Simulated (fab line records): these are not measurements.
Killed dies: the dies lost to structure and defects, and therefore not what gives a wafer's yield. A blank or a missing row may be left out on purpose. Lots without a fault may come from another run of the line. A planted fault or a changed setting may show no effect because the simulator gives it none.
Chamber matching / flow n5Finfet / 3 sister chambers for N5_BEOL_M5_CURE_79 on uvCure-02
The step cures SiCOH lowk, time 240 s. 14 wafers are shown with their chamber, then 7 later ones without.

WAFERS PAIRED WITH THEIR CHAMBERS
wafer=L075.1; chamber=2; wafer_temp_C_max=387.2; lampPowerPct (%)=52.33
wafer=L075.2; chamber=2; wafer_temp_C_max=387.4; lampPowerPct (%)=52.30
wafer=L075.4; chamber=2; wafer_temp_C_max=387.5; lampPowerPct (%)=52.27
wafer=L080.2; chamber=0; wafer_temp_C_max=386.8; lampPowerPct (%)=52.32
wafer=L080.5; chamber=0; wafer_temp_C_max=386.3; lampPowerPct (%)=52.42
wafer=L080.6; chamber=0; wafer_temp_C_max=387.1; lampPowerPct (%)=52.31
wafer=L086.2; chamber=1; wafer_temp_C_max=387.8; lampPowerPct (%)=52.34
wafer=L086.5; chamber=1; wafer_temp_C_max=387.5; lampPowerPct (%)=52.28
wafer=L086.6; chamber=1; wafer_temp_C_max=388.1; lampPowerPct (%)=52.24
wafer=L088.1; chamber=1; wafer_temp_C_max=387.7; lampPowerPct (%)=52.25
wafer=L088.3; chamber=1; wafer_temp_C_max=387.5; lampPowerPct (%)=52.39
wafer=L088.4; chamber=1; wafer_temp_C_max=387.6; lampPowerPct (%)=52.34
wafer=L089.1; chamber=0; wafer_temp_C_max=386.2; lampPowerPct (%)=52.27
wafer=L089.3; chamber=0; wafer_temp_C_max=387.4; lampPowerPct (%)=52.33

SIGNATURES, as means of the wafers listed above
reading=wafer_temp_C_max; chamber 0=386.760; chamber 1=387.700; chamber 2=387.367; scatter within a chamber=0.351
reading=lampPowerPct; chamber 0=52.3300; chamber 1=52.3067; chamber 2=52.3000; scatter within a chamber=0.0535
Rule: for each reading, subtract the chamber's mean from the wafer's reading, divide by that reading's scatter and square the result; add these up over the readings and take the root, which gives the wafer's distance from the chamber. The wafer belongs to the nearest chamber; if the next one is less than 2 further off, it can't be placed. The scatter: the root of (the sum of the squares of (reading less its chamber's mean) over the shown wafers, divided by (wafers less chambers)).

WAFERS MISSING THEIR CHAMBER
wafer=L089.6; wafer_temp_C_max=386.7; lampPowerPct (%)=52.38
wafer=L092.1; wafer_temp_C_max=388.4; lampPowerPct (%)=52.35
wafer=L092.2; wafer_temp_C_max=387.4; lampPowerPct (%)=52.34
wafer=L092.3; wafer_temp_C_max=386.8; lampPowerPct (%)=52.27
wafer=L093.1; wafer_temp_C_max=386.6; lampPowerPct (%)=52.34
wafer=L093.2; wafer_temp_C_max=386.7; lampPowerPct (%)=52.23
wafer=L093.4; wafer_temp_C_max=386.5; lampPowerPct (%)=52.35

THE CHAMBER EACH PASSED THROUGH
wafer=L089.6; from the rows above=can't be placed: 0 or 2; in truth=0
wafer=L092.1; from the rows above=can't be placed: 1 or 2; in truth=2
wafer=L092.2; from the rows above=can't be placed: 2 or 1 or 0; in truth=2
wafer=L092.3; from the rows above=can't be placed: 0 or 2 or 1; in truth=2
wafer=L093.1; from the rows above=can't be placed: 0 or 2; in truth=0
wafer=L093.2; from the rows above=can't be placed: 0 or 2 or 1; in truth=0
wafer=L093.4; from the rows above=can't be placed: 0 or 2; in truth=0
Placed correctly: 0 of 7. Cannot be placed on the basis of these rows: 7; the candidates contain the true chamber in 7. Placed wrongly: 0.
